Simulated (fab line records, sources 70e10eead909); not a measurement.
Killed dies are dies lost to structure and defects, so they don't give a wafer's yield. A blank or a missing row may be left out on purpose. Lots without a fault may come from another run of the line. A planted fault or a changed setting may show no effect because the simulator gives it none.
Chamber matching | flow nand_harc | NHARC_A_STAIRCASE_DESCUM_186 on rie_diel-13: 4 sister chambers
The step chemistry O2, time 3 s. 16 wafers are shown with their chamber, then 8 later ones without.

WAFERS WITH THEIR CHAMBER
wafer  | chamber | showerhead_plenum_p_Torr (Torr) | drypump_motor_current_A (A) | rf_vpp_V (V)
L076.2 | 1       | 2.00                            | 6.4                         | 59.9
L076.3 | 0       | 1.82                            | 6.5                         | 57.8
L076.6 | 1       | 2.00                            | 6.4                         | 57.2
L077.2 | 1       | 1.99                            | 6.4                         | 59.5
L077.3 | 0       | 1.82                            | 6.5                         | 56.7
L077.6 | 2       | 2.07                            | 6.2                         | 58.6
L080.3 | 3       | 1.81                            | 6.1                         | 57.1
L080.4 | 0       | 1.82                            | 6.5                         | 57.0
L080.5 | 1       | 1.99                            | 6.4                         | 57.8
L081.2 | 2       | 2.07                            | 6.3                         | 58.4
L081.3 | 3       | 1.81                            | 6.1                         | 58.3
L081.6 | 0       | 1.81                            | 6.5                         | 57.9
L083.3 | 0       | 1.81                            | 6.5                         | 55.4
L083.4 | 2       | 2.07                            | 6.3                         | 58.4
L083.6 | 0       | 1.81                            | 6.5                         | 56.0
L089.2 | 0       | 1.81                            | 6.5                         | 57.9

SIGNATURES (means of the wafers above)
reading                  | chamber 0 | chamber 1 | chamber 2 | chamber 3 | scatter within a chamber
showerhead_plenum_p_Torr | 1.8143    | 1.9950    | 2.0700    | 1.8100    | 0.00476
drypump_motor_current_A  | 6.500     | 6.400     | 6.267     | 6.100     | 0.0236
rf_vpp_V                 | 56.957    | 58.600    | 58.467    | 57.700    | 0.989
Rule: a wafer's distance from a chamber is the root of the sum, over the readings, of the square of ((its reading less the chamber's mean) divided by the reading's scatter). The wafer belongs to the nearest chamber; if the next one is less than 2 further off, it can't be placed. The scatter: the root of (the sum of the squares of (reading less its chamber's mean) over the shown wafers, divided by (wafers less chambers)).

WAFERS WITHOUT THEIR CHAMBER
wafer  | showerhead_plenum_p_Torr (Torr) | drypump_motor_current_A (A) | rf_vpp_V (V)
L089.3 | 1.80                            | 6.0                         | 56.5
L089.4 | 2.06                            | 6.3                         | 57.3
L094.1 | 1.79                            | 6.1                         | 56.2
L094.2 | 2.05                            | 6.2                         | 57.3
L094.4 | 1.80                            | 6.4                         | 56.7
L095.2 | 1.79                            | 6.1                         | 57.5
L095.4 | 2.05                            | 6.3                         | 58.0
L095.5 | 1.79                            | 6.0                         | 58.2

WHICH CHAMBER EACH WENT THROUGH
wafer  | from the rows above | in truth
L089.3 | 3                   | 3
L089.4 | 2                   | 2
L094.1 | 3                   | 3
L094.2 | 2                   | 2
L094.4 | 0                   | 0
L095.2 | 3                   | 3
L095.4 | 2                   | 2
L095.5 | 3                   | 3
Placed correctly: 8 of 8. Can't be placed from these rows: 0. Placed wrongly: 0.
